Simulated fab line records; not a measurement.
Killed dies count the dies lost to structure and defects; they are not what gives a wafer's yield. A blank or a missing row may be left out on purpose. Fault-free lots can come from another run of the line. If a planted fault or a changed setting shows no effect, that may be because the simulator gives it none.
One fault through the eyes of 2 desks -- flow n5-finfet -- only its own numbers are on each desk; what lay behind them is given at the end

AT THE METROLOGY DESK
What the gauges read for every lot (on any tool): the sampled wafers with a number, averaged. The brackets show how far a lot's mean lies from the usual mean; more than 4 standard deviations puts the lot out of limits, marked OUT. Only the readings that lie furthest out on some lot appear, 7 of the 11 it has.
Columns: A = NDIPOLE_OVL at N5_HKMG_FIN_OVL_MEAS_50, usual -0.2 nm; B = IOFF_N at N5_BEOL_M4_RC_MEAS_101, usual 0.16 nA/um; C = IOFF_P at N5_BEOL_M4_RC_MEAS_101, usual 0.22 nA/um; D = ION_P at N5_BEOL_M4_RC_MEAS_101, usual 462 uA/um; E = SS_N at N5_BEOL_M4_RC_MEAS_101, usual 71.6 mV/dec; F = VT_N at N5_BEOL_M4_RC_MEAS_101, usual 250 mV; G = VT_P at N5_BEOL_M4_RC_MEAS_101, usual -250 mV
lot,first seen here,A,B,C,D,E,F,G
L919,day 4 03:10,-0.1,0.16,0.27,470,70.7,248,-245
L920,day 4 07:14,-0.5,0.18,0.22,462,72.2,249,-250
L921,day 4 14:16,-0.2,0.13,0.21,477,70.6,251,-249
L922,day 4 18:10,-0.1,0.15,0.20,465,71.2,252,-251
L924,day 5 04:10,-0.6,0.14,0.21,457,71.6,253,-250
L926,day 5 18:19,0.5,0.16,0.20,458,71.7,251,-254
L937,day 8 11:16,-0.2,0.21,0.23,462,71.8,244,-251
L939,day 9 00:58,-1.0,0.17,0.24,458,71.6,253,-248
L940,day 9 10:41,-0.5,0.16,0.22,466,71.4,250,-249
L941,day 9 12:29,0.2,0.20,0.27,467,72.0,247,-244
Finding of this desk: none of the 10 lots has anything out of limits.

DESK OF THE TOOL OWNER: ald-hk-03
The tool's own readings at N5_HKMG_FIN_ALD_74 (deposits La2O3, target thk 0.5 nm, pulse time 6 s, co reactant pulse time 1 s): means of the sampled wafers that have a number, for each lot that ran on this tool. The brackets show how far a lot's mean lies from the usual mean; more than 4 standard deviations puts the lot out of limits, marked OUT.
Columns: A = heater-power-w at N5_HKMG_FIN_ALD_74, usual 344 W; B = precursor-pulse-height-rel at N5_HKMG_FIN_ALD_74, usual 1.001
lot,first seen here,A,B
L920,day 4 06:40,343,0.992
L921,day 4 13:41,338,1.008
L924,day 5 03:43,344,1.003
L926,day 5 17:17,377,1.000
L937,day 8 10:41,334,1.014
Finding of this desk: none of the 5 lots has anything out of limits.

PUT TOGETHER
Metrology desk: nothing out of limits seen.
The tool owner's desk saw nothing out of limits.

WHAT THE SIMULATOR HAD PUT IN
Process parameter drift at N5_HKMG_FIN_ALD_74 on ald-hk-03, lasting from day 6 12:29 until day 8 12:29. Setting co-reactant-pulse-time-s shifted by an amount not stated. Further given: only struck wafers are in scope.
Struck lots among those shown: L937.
